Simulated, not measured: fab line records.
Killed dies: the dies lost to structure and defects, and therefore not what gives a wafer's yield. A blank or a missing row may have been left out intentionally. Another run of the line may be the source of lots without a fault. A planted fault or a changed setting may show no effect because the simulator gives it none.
What tool caused it? / flow n5Finfet / 14 lots, 42 wafers sampled, at 5 steps of a route of 1938

## WHAT THE GAUGES READ, wafer by wafer
N5_BEOL_M4_RC_MEAS_101. Usual: DIBL_N 36.9 mV/V, standard deviation 1.6; DIBL_P 37.1 mV/V, standard deviation 2; IOFF_N 0.17 nA/um, standard deviation 0.032; IOFF_P 0.22 nA/um, standard deviation 0.036; ION_N 674 uA/um, standard deviation 12; ION_P 463 uA/um, standard deviation 7.8; SS_N 71.7 mV/dec, standard deviation 0.63; SS_P 73.5 mV/dec, standard deviation 0.62; VT_N 249 mV, standard deviation 3.3; VT_P -250 mV, standard deviation 3.5.
lot=L404; measured=day 8 20:54; on=prober-02; DIBL_N (mV/V)=36.8 36.7 37.8; DIBL_P (mV/V)=37.8 36.2 37.1; IOFF_N (nA/um)=0.15 0.15 0.17; IOFF_P (nA/um)=0.27 0.24 0.25; ION_N (uA/um)=664 649 666; ION_P (uA/um)=466 462 466; SS_N (mV/dec)=71.3 71.9 71.1; SS_P (mV/dec)=73.3 73.0 73.1; VT_N (mV)=252 251 249; VT_P (mV)=-245 -247 -244; flag=
lot=L405; measured=day 8 17:02; on=prober-01; DIBL_N (mV/V)=37.0 37.6 38.1; DIBL_P (mV/V)=37.2 38.0 38.1; IOFF_N (nA/um)=0.15 0.16 0.16; IOFF_P (nA/um)=0.19 0.21 0.20; ION_N (uA/um)=652 668 663; ION_P (uA/um)=448 462 453; SS_N (mV/dec)=70.9 71.8 71.5; SS_P (mV/dec)=74.1 74.3 73.8; VT_N (mV)=251 252 252; VT_P (mV)=-257 -253 -253; flag=
lot=L406; measured=day 9 03:10; on=prober-01; DIBL_N (mV/V)=38.6 36.9 35.1; DIBL_P (mV/V)=39.4 39.0 35.2; IOFF_N (nA/um)=0.20 0.18 0.14; IOFF_P (nA/um)=0.29 0.29 0.21; ION_N (uA/um)=679 689 664; ION_P (uA/um)=469 474 464; SS_N (mV/dec)=71.8 72.1 71.2; SS_P (mV/dec)=74.3 73.9 73.3; VT_N (mV)=247 249 252; VT_P (mV)=-246 -246 -248; flag=
lot=L410; measured=day 10 04:57; on=prober-01; DIBL_N (mV/V)=38.6 37.5 37.1; DIBL_P (mV/V)=38.0 36.6 36.7; IOFF_N (nA/um)=0.19 0.17 0.18; IOFF_P (nA/um)=0.27 0.22 0.23; ION_N (uA/um)=674 670 677; ION_P (uA/um)=464 459 463; SS_N (mV/dec)=72.3 71.8 72.2; SS_P (mV/dec)=73.7 74.0 73.6; VT_N (mV)=248 249 248; VT_P (mV)=-247 -250 -246; flag=
lot=L415; measured=day 11 09:43; on=prober-01; DIBL_N (mV/V)=33.2 34.9 34.9; DIBL_P (mV/V)=33.8 38.0 36.9; IOFF_N (nA/um)=0.11 0.13 0.14; IOFF_P (nA/um)=0.13 0.19 0.17; ION_N (uA/um)=658 650 664; ION_P (uA/um)=451 451 457; SS_N (mV/dec)=71.9 71.8 71.5; SS_P (mV/dec)=72.2 72.7 72.2; VT_N (mV)=258 258 252; VT_P (mV)=-257 -253 -254; flag=
lot=L416; measured=day 11 01:46; on=prober-01; DIBL_N (mV/V)=37.2 36.7 38.8; DIBL_P (mV/V)=38.2 37.3 38.7; IOFF_N (nA/um)=0.17 0.16 0.20; IOFF_P (nA/um)=0.24 0.22 0.25; ION_N (uA/um)=681 685 680; ION_P (uA/um)=473 474 455; SS_N (mV/dec)=71.6 71.9 72.4; SS_P (mV/dec)=73.7 72.7 73.4; VT_N (mV)=248 249 246; VT_P (mV)=-249 -252 -249; flag=
lot=L417; measured=day 12 08:14; on=prober-02; DIBL_N (mV/V)=35.2 37.9 34.6; DIBL_P (mV/V)=35.0 37.9 33.6; IOFF_N (nA/um)=0.13 0.17 0.12; IOFF_P (nA/um)=0.18 0.23 0.17; ION_N (uA/um)=657 667 660; ION_P (uA/um)=453 461 456; SS_N (mV/dec)=71.4 72.0 70.8; SS_P (mV/dec)=72.7 74.2 73.7; VT_N (mV)=254 251 253; VT_P (mV)=-254 -250 -256; flag=
lot=L418; measured=day 11 17:25; on=prober-01; DIBL_N (mV/V)=38.2 37.9 35.0; DIBL_P (mV/V)=39.2 39.5 36.4; IOFF_N (nA/um)=0.21 0.21 0.15; IOFF_P (nA/um)=0.25 0.25 0.21; ION_N (uA/um)=688 679 662; ION_P (uA/um)=465 465 457; SS_N (mV/dec)=72.6 72.9 71.8; SS_P (mV/dec)=74.0 73.4 73.9; VT_N (mV)=247 246 248; VT_P (mV)=-244 -249 -252; flag=
lot=L421; measured=day 12 16:11; on=prober-01; DIBL_N (mV/V)=36.1 39.8 37.8; DIBL_P (mV/V)=35.9 38.9 37.5; IOFF_N (nA/um)=0.16 0.24 0.20; IOFF_P (nA/um)=0.25 0.30 0.28; ION_N (uA/um)=672 697 695; ION_P (uA/um)=468 479 473; SS_N (mV/dec)=71.8 72.4 71.5; SS_P (mV/dec)=73.7 74.4 73.8; VT_N (mV)=247 243 245; VT_P (mV)=-246 -243 -244; flag=
lot=L423; measured=day 13 10:24; on=prober-02; DIBL_N (mV/V)=38.9 36.9 35.1; DIBL_P (mV/V)=36.3 34.8 33.3; IOFF_N (nA/um)=0.19 0.15 0.13; IOFF_P (nA/um)=0.25 0.23 0.20; ION_N (uA/um)=672 674 666; ION_P (uA/um)=465 463 462; SS_N (mV/dec)=73.1 71.7 71.1; SS_P (mV/dec)=74.1 74.1 73.0; VT_N (mV)=250 251 253; VT_P (mV)=-247 -249 -250; flag=
lot=L425; measured=day 13 14:08; on=prober-01; DIBL_N (mV/V)=36.7 35.1 38.2; DIBL_P (mV/V)=34.9 32.2 36.6; IOFF_N (nA/um)=0.18 0.14 0.19; IOFF_P (nA/um)=0.25 0.20 0.27; ION_N (uA/um)=682 667 673; ION_P (uA/um)=472 464 466; SS_N (mV/dec)=71.2 71.7 72.0; SS_P (mV/dec)=73.7 72.9 73.8; VT_N (mV)=246 253 248; VT_P (mV)=-246 -249 -245; flag=
lot=L426; measured=day 13 22:05; on=prober-01; DIBL_N (mV/V)=36.4 37.4 34.4; DIBL_P (mV/V)=37.4 38.7 35.7; IOFF_N (nA/um)=0.16 0.17 0.12; IOFF_P (nA/um)=0.24 0.25 0.21; ION_N (uA/um)=676 677 664; ION_P (uA/um)=469 467 467; SS_N (mV/dec)=71.2 70.5 71.0; SS_P (mV/dec)=73.3 73.9 72.7; VT_N (mV)=247 249 255; VT_P (mV)=-245 -247 -249; flag=

## TOOL THAT RAN EACH LOT (tool first, then ch and the chambers of the sampled wafers, then the start)
lot=L404; N5_HKMG_FIN_NWFM_ALD_20=aldMetal-02 ch 0,1,3, day 4 10:55; N5_HKMG_FIN_ALD_21=aldMetal-04 ch 0,1,2, day 4 12:16; N5_HKMG_FIN_CMP_94=cmp-02 ch 1,2, day 4 13:18; N5_GATE_CUT_VAPOR_ETCH_60=rieMetal-01 ch 0,1, day 4 13:47
lot=L405; N5_HKMG_FIN_NWFM_ALD_20=aldMetal-04 ch 0,1,2, day 4 17:23; N5_HKMG_FIN_ALD_21=aldMetal-02 ch 0,1,3, day 4 18:34; N5_HKMG_FIN_CMP_94=cmp-03 ch 0,1,3, day 4 19:40; N5_GATE_CUT_VAPOR_ETCH_60=rieMetal-02 ch 0, day 4 20:20
lot=L406; N5_HKMG_FIN_NWFM_ALD_20=aldMetal-04 ch 0,2,3, day 4 23:40; N5_HKMG_FIN_ALD_21=aldMetal-02 ch 1,2,3, day 5 00:52; N5_HKMG_FIN_CMP_94=cmp-03 ch 0,1,3, day 5 01:55; N5_GATE_CUT_VAPOR_ETCH_60=rieMetal-02 ch 0, day 5 02:38
lot=L407; N5_HKMG_FIN_NWFM_ALD_20=aldMetal-04 ch 1,3, day 5 07:14; N5_HKMG_FIN_ALD_21=aldMetal-03 ch 1,3, day 5 08:34; N5_HKMG_FIN_CMP_94=cmp-02 ch 0,1, day 5 09:35; N5_GATE_CUT_VAPOR_ETCH_60=-
lot=L408; N5_HKMG_FIN_NWFM_ALD_20=aldMetal-02 ch 0,1,2, day 5 16:19; N5_HKMG_FIN_ALD_21=aldMetal-04 ch 1,2,3, day 5 17:53; N5_HKMG_FIN_CMP_94=cmp-03 ch 1,2,3, day 5 18:54; N5_GATE_CUT_VAPOR_ETCH_60=-
lot=L410; N5_HKMG_FIN_NWFM_ALD_20=aldMetal-03 ch 0,2,3, day 6 00:50; N5_HKMG_FIN_ALD_21=aldMetal-02 ch 1,3, day 6 02:08; N5_HKMG_FIN_CMP_94=cmp-02 ch 1,3, day 6 03:09; N5_GATE_CUT_VAPOR_ETCH_60=rieMetal-03 ch 1, day 6 03:40
lot=L415; N5_HKMG_FIN_NWFM_ALD_20=aldMetal-04 ch 1,2, day 7 08:12; N5_HKMG_FIN_ALD_21=aldMetal-04 ch 2,3, day 7 09:43; N5_HKMG_FIN_CMP_94=cmp-02 ch 1,2, day 7 10:43; N5_GATE_CUT_VAPOR_ETCH_60=rieMetal-03 ch 0,1, day 7 11:14
lot=L416; N5_HKMG_FIN_NWFM_ALD_20=aldMetal-02 ch 0,1,3, day 7 11:41; N5_HKMG_FIN_ALD_21=aldMetal-04 ch 1,2,3, day 7 12:52; N5_HKMG_FIN_CMP_94=cmp-03 ch 0,2,3, day 7 13:58; N5_GATE_CUT_VAPOR_ETCH_60=rieMetal-02 ch 0,1, day 7 14:23
lot=L417; N5_HKMG_FIN_NWFM_ALD_20=aldMetal-02 ch 0,2,3, day 7 21:59; N5_HKMG_FIN_ALD_21=aldMetal-02 ch 1,2,3, day 7 23:23; N5_HKMG_FIN_CMP_94=cmp-02 ch 1,2,3, day 8 00:28; N5_GATE_CUT_VAPOR_ETCH_60=rieMetal-01 ch 0,1, day 8 00:56
lot=L418; N5_HKMG_FIN_NWFM_ALD_20=aldMetal-03 ch 1,2,3, day 8 01:29; N5_HKMG_FIN_ALD_21=aldMetal-02 ch 0,2,3, day 8 02:49; N5_HKMG_FIN_CMP_94=cmp-01 ch 1,2, day 8 03:56; N5_GATE_CUT_VAPOR_ETCH_60=rieMetal-01 ch 0,1, day 8 04:26
lot=L421; N5_HKMG_FIN_NWFM_ALD_20=aldMetal-03 ch 1,2,3, day 8 18:51; N5_HKMG_FIN_ALD_21=aldMetal-04 ch 0,2,3, day 8 20:02; N5_HKMG_FIN_CMP_94=cmp-01 ch 0,1,3, day 8 21:02; N5_GATE_CUT_VAPOR_ETCH_60=rieMetal-03 ch 0,1, day 8 21:33
lot=L423; N5_HKMG_FIN_NWFM_ALD_20=aldMetal-04 ch 2,3, day 9 08:46; N5_HKMG_FIN_ALD_21=aldMetal-04 ch 0,1,3, day 9 09:59; N5_HKMG_FIN_CMP_94=cmp-02 ch 0,1,3, day 9 11:05; N5_GATE_CUT_VAPOR_ETCH_60=rieMetal-02 ch 0,1, day 9 11:30
lot=L425; N5_HKMG_FIN_NWFM_ALD_20=aldMetal-02 ch 1,2,3, day 9 17:57; N5_HKMG_FIN_ALD_21=aldMetal-04 ch 1,2,3, day 9 19:12; N5_HKMG_FIN_CMP_94=cmp-02 ch 0,1,3, day 9 20:13; N5_GATE_CUT_VAPOR_ETCH_60=rieMetal-03 ch 0,1, day 9 20:43
lot=L426; N5_HKMG_FIN_NWFM_ALD_20=aldMetal-02 ch 0,1,3, day 10 01:14; N5_HKMG_FIN_ALD_21=aldMetal-04 ch 2,3, day 10 02:25; N5_HKMG_FIN_CMP_94=cmp-02 ch 2,3, day 10 03:26; N5_GATE_CUT_VAPOR_ETCH_60=rieMetal-03 ch 0,1, day 10 03:56
- N5_HKMG_FIN_NWFM_ALD_20: deposits TiAlC, target thk 2 nm, pulse time 3 s, purge time 2 s.
- N5_HKMG_FIN_ALD_21: deposits TiN, target thk 1.5 nm, pulse time 1 s, purge time 3 s.
- N5_HKMG_FIN_CMP_94: polishes, stops on SiNx, t overpolish 4.7 s, target thk 43.299 nm.
- N5_GATE_CUT_VAPOR_ETCH_60: etches HfO2 in BCl3/Cl2.

## AS READ BY THE TOOLS THEMSELVES (means over the sampled wafers that have a number; for cases with no such wafer, the mark the record gives instead)
N5_HKMG_FIN_NWFM_ALD_20. Usual: heaterPowerW 478 W, standard deviation 48; precursorPulseHeightRel 0.999, standard deviation 0.02.
lot=L404; tool=aldMetal-02; heaterPowerW (W)=425; precursorPulseHeightRel=1.003; flag=
lot=L405; tool=aldMetal-04; heaterPowerW (W)=494; precursorPulseHeightRel=1.009; flag=
lot=L406; tool=aldMetal-04; heaterPowerW (W)=478; precursorPulseHeightRel=0.992; flag=
lot=L407; tool=aldMetal-04; heaterPowerW (W)=452; precursorPulseHeightRel=0.995; flag=
lot=L408; tool=aldMetal-02; heaterPowerW (W)=464; precursorPulseHeightRel=0.999; flag=
lot=L410; tool=aldMetal-03; heaterPowerW (W)=545; precursorPulseHeightRel=1.001; flag=
lot=L415; tool=aldMetal-04; heaterPowerW (W)=480; precursorPulseHeightRel=0.994; flag=
lot=L416; tool=aldMetal-02; heaterPowerW (W)=424; precursorPulseHeightRel=0.979; flag=
lot=L417; tool=aldMetal-02; heaterPowerW (W)=456; precursorPulseHeightRel=0.996; flag=
lot=L418; tool=aldMetal-03; heaterPowerW (W)=508; precursorPulseHeightRel=1.001; flag=
lot=L421; tool=aldMetal-03; heaterPowerW (W)=515; precursorPulseHeightRel=1.012; flag=
lot=L423; tool=aldMetal-04; heaterPowerW (W)=473; precursorPulseHeightRel=0.994; flag=
lot=L425; tool=aldMetal-02; heaterPowerW (W)=453; precursorPulseHeightRel=1.016; flag=
lot=L426; tool=aldMetal-02; heaterPowerW (W)=430; precursorPulseHeightRel=0.996; flag=

N5_HKMG_FIN_ALD_21. Usual: heaterPowerW 860 W, standard deviation 79; precursorPulseHeightRel 1.001, standard deviation 0.019.
lot=L404; tool=aldMetal-04; heaterPowerW (W)=872; precursorPulseHeightRel=1.015; flag=
lot=L405; tool=aldMetal-02; heaterPowerW (W)=766; precursorPulseHeightRel=0.989; flag=
lot=L406; tool=aldMetal-02; heaterPowerW (W)=793; precursorPulseHeightRel=0.980; flag=
lot=L407; tool=aldMetal-03; heaterPowerW (W)=932; precursorPulseHeightRel=0.988; flag=
lot=L408; tool=aldMetal-04; heaterPowerW (W)=849; precursorPulseHeightRel=0.992; flag=
lot=L410; tool=aldMetal-02; heaterPowerW (W)=749; precursorPulseHeightRel=1.010; flag=
lot=L415; tool=aldMetal-04; heaterPowerW (W)=844; precursorPulseHeightRel=0.999; flag=
lot=L416; tool=aldMetal-04; heaterPowerW (W)=827; precursorPulseHeightRel=1.003; flag=
lot=L417; tool=aldMetal-02; heaterPowerW (W)=817; precursorPulseHeightRel=1.024; flag=
lot=L418; tool=aldMetal-02; heaterPowerW (W)=818; precursorPulseHeightRel=0.998; flag=
lot=L421; tool=aldMetal-04; heaterPowerW (W)=855; precursorPulseHeightRel=1.022; flag=
lot=L423; tool=aldMetal-04; heaterPowerW (W)=836; precursorPulseHeightRel=0.999; flag=
lot=L425; tool=aldMetal-04; heaterPowerW (W)=830; precursorPulseHeightRel=1.002; flag=
lot=L426; tool=aldMetal-04; heaterPowerW (W)=810; precursorPulseHeightRel=0.996; flag=

N5_HKMG_FIN_CMP_94. Usual: edgeZonePressureFrac 1.000, standard deviation 0.005; headPressurePsi 3.999 psi, standard deviation 0.0085; motorCurrentA 12.0 A, standard deviation 1.1.
lot=L404; tool=cmp-02; edgeZonePressureFrac=0.995; headPressurePsi (psi)=4.007; motorCurrentA (A)=12.2; flag=
lot=L405; tool=cmp-03; edgeZonePressureFrac=1.005; headPressurePsi (psi)=3.999; motorCurrentA (A)=11.2; flag=
lot=L406; tool=cmp-03; edgeZonePressureFrac=1.002; headPressurePsi (psi)=4.006; motorCurrentA (A)=11.2; flag=
lot=L407; tool=cmp-02; edgeZonePressureFrac=-; headPressurePsi (psi)=-; motorCurrentA (A)=-; flag=OFF
lot=L408; tool=cmp-03; edgeZonePressureFrac=-; headPressurePsi (psi)=-; motorCurrentA (A)=-; flag=OFF
lot=L410; tool=cmp-02; edgeZonePressureFrac=1.004; headPressurePsi (psi)=4.003; motorCurrentA (A)=11.3; flag=
lot=L415; tool=cmp-02; edgeZonePressureFrac=1.000; headPressurePsi (psi)=3.995; motorCurrentA (A)=11.5; flag=
lot=L416; tool=cmp-03; edgeZonePressureFrac=1.000; headPressurePsi (psi)=3.998; motorCurrentA (A)=11.3; flag=
lot=L417; tool=cmp-02; edgeZonePressureFrac=1.001; headPressurePsi (psi)=3.998; motorCurrentA (A)=11.8; flag=
lot=L418; tool=cmp-01; edgeZonePressureFrac=0.991; headPressurePsi (psi)=4.000; motorCurrentA (A)=12.4; flag=
lot=L421; tool=cmp-01; edgeZonePressureFrac=1.003; headPressurePsi (psi)=3.997; motorCurrentA (A)=12.8; flag=
lot=L423; tool=cmp-02; edgeZonePressureFrac=1.002; headPressurePsi (psi)=4.003; motorCurrentA (A)=11.8; flag=
lot=L425; tool=cmp-02; edgeZonePressureFrac=1.004; headPressurePsi (psi)=3.996; motorCurrentA (A)=12.1; flag=
lot=L426; tool=cmp-02; edgeZonePressureFrac=1.000; headPressurePsi (psi)=3.998; motorCurrentA (A)=11.9; flag=

N5_GATE_CUT_VAPOR_ETCH_60. Usual: drypumpMotorCurrentA 6.1 A, standard deviation 0.43; heBacksideLeakSccm 3.6 sccm, standard deviation 0.31; oesProductAu 0.72 a.u., standard deviation 0.091.
lot=L404; tool=rieMetal-01; drypumpMotorCurrentA (A)=6.4; heBacksideLeakSccm (sccm)=3.4; oesProductAu (a.u.)=0.64; flag=
lot=L405; tool=rieMetal-02; drypumpMotorCurrentA (A)=5.9; heBacksideLeakSccm (sccm)=3.7; oesProductAu (a.u.)=0.69; flag=
lot=L406; tool=rieMetal-02; drypumpMotorCurrentA (A)=5.9; heBacksideLeakSccm (sccm)=3.5; oesProductAu (a.u.)=0.68; flag=
lot=L410; tool=rieMetal-03; drypumpMotorCurrentA (A)=6.5; heBacksideLeakSccm (sccm)=3.5; oesProductAu (a.u.)=0.88; flag=
lot=L415; tool=rieMetal-03; drypumpMotorCurrentA (A)=5.8; heBacksideLeakSccm (sccm)=3.5; oesProductAu (a.u.)=0.78; flag=
lot=L416; tool=rieMetal-02; drypumpMotorCurrentA (A)=6.1; heBacksideLeakSccm (sccm)=3.7; oesProductAu (a.u.)=0.73; flag=
lot=L417; tool=rieMetal-01; drypumpMotorCurrentA (A)=6.4; heBacksideLeakSccm (sccm)=3.5; oesProductAu (a.u.)=0.62; flag=
lot=L418; tool=rieMetal-01; drypumpMotorCurrentA (A)=6.5; heBacksideLeakSccm (sccm)=3.6; oesProductAu (a.u.)=0.61; flag=
lot=L421; tool=rieMetal-03; drypumpMotorCurrentA (A)=6.1; heBacksideLeakSccm (sccm)=3.5; oesProductAu (a.u.)=0.81; flag=
lot=L423; tool=rieMetal-02; drypumpMotorCurrentA (A)=6.3; heBacksideLeakSccm (sccm)=3.7; oesProductAu (a.u.)=0.76; flag=
lot=L425; tool=rieMetal-03; drypumpMotorCurrentA (A)=5.8; heBacksideLeakSccm (sccm)=3.6; oesProductAu (a.u.)=0.76; flag=
lot=L426; tool=rieMetal-03; drypumpMotorCurrentA (A)=6.1; heBacksideLeakSccm (sccm)=3.6; oesProductAu (a.u.)=0.80; flag=

## THE ANSWER, worked out from the rows above alone
Rule: take the mean of a lot's wafers that have a number; if it is more than 3 standard deviations from the usual mean, the lot is off. A lot without any number at a reading at which 4 lots or more have one is off too. All remaining lots with rows at the step are treated as sound. Order of review: gauges by route order, followed by the tools' own readings, for which a lot's mean as printed above is used. At the first step where some lot is off, the reading lying furthest off is the one used; lots without a number count as furthest.
Off: L407, L408 (N5_HKMG_FIN_CMP_94, edgeZonePressureFrac). Without a number there: L407, L408.
If a tool, at that step or one of the process steps before it, ran each lot that is off and ran no sound lot following the first of them, it fits. Of those tried, none fits.

## WHAT THE SIMULATOR HAD PUT IN
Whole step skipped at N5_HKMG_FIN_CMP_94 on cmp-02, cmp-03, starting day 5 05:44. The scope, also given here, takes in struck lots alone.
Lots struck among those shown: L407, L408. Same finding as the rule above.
